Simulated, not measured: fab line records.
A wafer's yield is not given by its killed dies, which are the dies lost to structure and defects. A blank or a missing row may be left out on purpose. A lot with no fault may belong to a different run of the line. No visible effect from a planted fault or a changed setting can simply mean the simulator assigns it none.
Code-filled problem report in 8D (eight disciplines) form ; flow n5Finfet ; the parts of the form that need people (team, actions taken, sign-off) are left out

1. THE ISSUE
At N5_BEOL_M4_OCD_MEAS_38, trenchDepthNm averages 20.2 nm over 3 wafers from 2 lots, while fault-free wafers read 55.8 nm, standard deviation 1.6. Relative to the usual mean, that is a shift of -22 standard deviations.
Seen first at day 9 15:47 on ocd-02, wafer L756.1. Wafers with a number at this step in the record: 24, from 10 lots. Rule for "out", or "out of limits": more than 4 standard deviations from the usual mean. The other wafers with a number count as sound.

2. WHAT IT IS, AND WHAT IT ISN'T
question;is;is not
which readings at this step;trenchDepthNm;-
which lots;L756, L757;L747, L749, L762, L763, L764, L765, L767, L770
which wafers of those lots;L756.1, L756.4, L757.1;L757.3
read on which gauges;ocd-02;ocd-01
when;from day 9 15:47;"up to then (4 sound wafers); but 17 sound wafers of L757, L762, L763, L764, L765, L767, L770 came after"

3. THE SUSPECTS, EACH WITH WHAT RULES IT OUT
Counting: any tool at a process step up to the reading remains a suspect provided it ran every lot that is out. Sound lots after the first of them don't rule it out here, since some wafers of a struck lot are sound.
- the gauge at N5_BEOL_M4_OCD_MEAS_38 has been ruled out. All the wafers that are out were read on ocd-02, but those of them that N5_PASSIVATION_PROBE_49 has rows for are out there too, on other tools.
- rieMetal-03 at N5_BEOL_M4_HM_OPEN_17 (chemistry Cl2/BCl3, target TiN, target depth 20 nm, overetch 6 nm): kept. It ran every lot that is out, first L756 (day 9 13:11); its last sound lot up to then is L749 (day 8 00:05).
After counting, what remains is rieMetal-03 at N5_BEOL_M4_HM_OPEN_17.

4. THE CAUSE (what the simulator had put in)
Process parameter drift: rieMetal-03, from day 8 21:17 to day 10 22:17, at N5_BEOL_M4_HM_OPEN_17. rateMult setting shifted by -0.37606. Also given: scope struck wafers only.
This tool alone remained once counting was done.

5. THE EFFECT CHAIN, in route order
One row per reading whose mean, taken over the struck wafers that have a number, lies over 3 standard deviations from the usual. Readings are gone through only where the record gives a usual standard deviation; hours: the median, over the lots, of the time from a lot's start at the first step in this table giving one to that lot's start at this step; sigmas: the change measured in usual standard deviations.
hours;step;reading;usual;on struck wafers;change;sigmas
0;N5_BEOL_M4_ETCHBACK_99;oesProductAu;0.83 a.u.;0.46;-0.37;-4.1
0;N5_BEOL_M4_OCD_MEAS_38;trenchDepthNm;55.8 nm;20.2;-35.6;-22
105;N5_PASSIVATION_PROBE_49;defectLimitedYield;91.3 %;29.6;-61.7;-41
105;N5_PASSIVATION_PROBE_49;killed_at_M4_up;15;726;+711;+99 or more
105;N5_PASSIVATION_PROBE_49;killedDies;103;831;+728;+40
105;N5_PASSIVATION_PROBE_49;killedOnRim;14;99;+85;+20
105;N5_PASSIVATION_PROBE_49;sort_bin_5_function;5.1 %;66.4;+61.3;+64
105;N5_PASSIVATION_PROBE_49;sortNPass;1077;349;-728;-40
Process steps it contains:
- N5_BEOL_M4_ETCHBACK_99: etches SiO2 in CHF3, target depth 5 nm, time 10.4 s.
- N5_PASSIVATION_PROBE_49
Readings that are blank on the struck wafers while sound wafers have them: M4_THK at N5_BEOL_M4_THK_MEAS_53.

6. HOW IT WOULD HAVE BEEN CAUGHT EARLIER
19 hours passed between the start of the fault at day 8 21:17 and the first reading out of limits at a measuring or inspecting step in this record, taken at day 9 15:47.
An alarm limit of 4 standard deviations would not have fired on the tool readings at N5_BEOL_M4_HM_OPEN_17 for which the record gives a usual standard deviation, since none of them was out on any struck wafer.
Of the lots that are out (2), L757 began N5_BEOL_M4_HM_OPEN_17 on rieMetal-03 after day 9 15:47. It would have been spared by a hold on the tool at that moment.
